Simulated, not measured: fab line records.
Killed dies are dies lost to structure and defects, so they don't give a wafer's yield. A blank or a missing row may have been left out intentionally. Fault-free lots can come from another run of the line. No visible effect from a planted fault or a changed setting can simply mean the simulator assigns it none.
What tool caused it? + flow n5_finfet + Sampling: 10 lots, 30 wafers, 5 of 1938 route steps

WHAT EACH GAUGE READ, for each wafer
N5_BEOL_M12_THK_MEAS_50: measures by xrf.
| lot  | measured     | on            | M12_THK (nm) |
|------|--------------|---------------|--------------|
| L656 | day 11 04:02 | film_metro-02 | 316 315 316  |
| L658 | day 11 19:31 | film_metro-02 | 318 323 315  |
| L661 | day 12 10:57 | film_metro-02 | 317 319 318  |
| L666 | day 13 05:09 | film_metro-01 | 327 321 317  |
| L667 | day 14 00:19 | film_metro-02 | 311 320 309  |
| L671 | day 14 13:25 | film_metro-02 | 322 328 317  |
| L676 | day 16 09:20 | film_metro-01 | 311 313 317  |
| L673 | day 16 10:01 | film_metro-01 | 316 319 313  |
| L677 | day 16 11:52 | film_metro-01 | 314 312 322  |
| L678 | day 16 18:44 | film_metro-02 | 316 323 318  |

WHICH TOOL RAN EACH LOT (tool, then ch and the chambers of the sampled wafers, then the start)
| lot  | N5_BEOL_M12_TRENCH_ETCH_34         | N5_BEOL_M12_STRIP_37                 | N5_BEOL_M12_SPUTTER_44       | N5_BEOL_M12_CMP_49            |
|------|------------------------------------|--------------------------------------|------------------------------|-------------------------------|
| L656 | rie_diel-02 ch 2,3, day 11 00:36   | plasma_asher-01 ch 0,1, day 11 00:47 | pvd_sputter-02, day 11 02:49 | cmp-02 ch 1,2, day 11 03:44   |
| L658 | rie_diel-04 ch 0,1,2, day 11 16:16 | plasma_asher-01 ch 0,1, day 11 16:28 | pvd_sputter-03, day 11 18:10 | cmp-02 ch 0,1,3, day 11 19:15 |
| L661 | rie_diel-02 ch 0,2, day 12 07:13   | plasma_asher-02 ch 0,1, day 12 07:25 | pvd_sputter-03, day 12 09:18 | cmp-02 ch 1,2,3, day 12 10:39 |
| L666 | rie_diel-04 ch 1,2,3, day 13 02:08 | plasma_asher-01 ch 0, day 13 02:20   | pvd_sputter-02, day 13 04:04 | cmp-01 ch 1,3, day 13 04:51   |
| L667 | rie_diel-03 ch 1,3, day 13 20:43   | plasma_asher-01 ch 0,1, day 13 20:55 | pvd_sputter-02, day 13 23:23 | cmp-02 ch 0,1,2, day 14 00:01 |
| L671 | rie_diel-03 ch 0,1, day 14 11:29   | plasma_asher-02 ch 0,1, day 14 11:41 | pvd_sputter-03, day 14 12:25 | cmp-03 ch 1,2,3, day 14 13:11 |
| L676 | rie_diel-03 ch 1,2,3, day 16 04:13 | plasma_asher-01 ch 0,1, day 16 04:25 | pvd_sputter-03, day 16 08:24 | cmp-03 ch 0,1,3, day 16 09:04 |
| L673 | rie_diel-02 ch 0,1,2, day 16 04:52 | plasma_asher-01 ch 0,1, day 16 05:03 | pvd_sputter-03, day 16 09:05 | cmp-02 ch 0,2,3, day 16 09:44 |
| L677 | rie_diel-02 ch 0,1,2, day 16 06:33 | plasma_asher-02 ch 0,1, day 16 06:46 | pvd_sputter-02, day 16 10:52 | cmp-03 ch 2,3, day 16 11:34   |
| L678 | rie_diel-03 ch 0,3, day 16 16:43   | plasma_asher-02 ch 0,1, day 16 16:55 | pvd_sputter-02, day 16 17:47 | cmp-02 ch 0,1,2, day 16 18:28 |
- N5_BEOL_M12_TRENCH_ETCH_34: etches SiOC in C4F8/O2/Ar, target depth 318.95 nm, time 125.5 s.
- N5_BEOL_M12_STRIP_37: strips in N2/H2.
- N5_BEOL_M12_SPUTTER_44: material Ta, target thk 10 nm, time 16.13 s.
- N5_BEOL_M12_CMP_49: polishes, stops on SiOC, t overpolish 20.6 s, target thk 320 nm.

THE ANSWER, worked out from the rows above alone
Rule: what is usual is taken from the lots themselves. The widest of any qualifying gaps counts: lots, ordered by their means at a reading, are off when they make up no more than a third of the lots, leave a main group of 4 or more, and stand apart from it by 3 or more times the standard deviation of that group's means. If all means in a main group match to the digits the tables above print for the reading, that group is not used. A lot without any number at a reading at which 4 lots or more have one is off too. Where the step has rows for the other lots, those lots are counted as sound.
None of the lots is off at any reading shown; this tells nothing.

WHAT HAD BEEN PUT IN BY THE SIMULATOR
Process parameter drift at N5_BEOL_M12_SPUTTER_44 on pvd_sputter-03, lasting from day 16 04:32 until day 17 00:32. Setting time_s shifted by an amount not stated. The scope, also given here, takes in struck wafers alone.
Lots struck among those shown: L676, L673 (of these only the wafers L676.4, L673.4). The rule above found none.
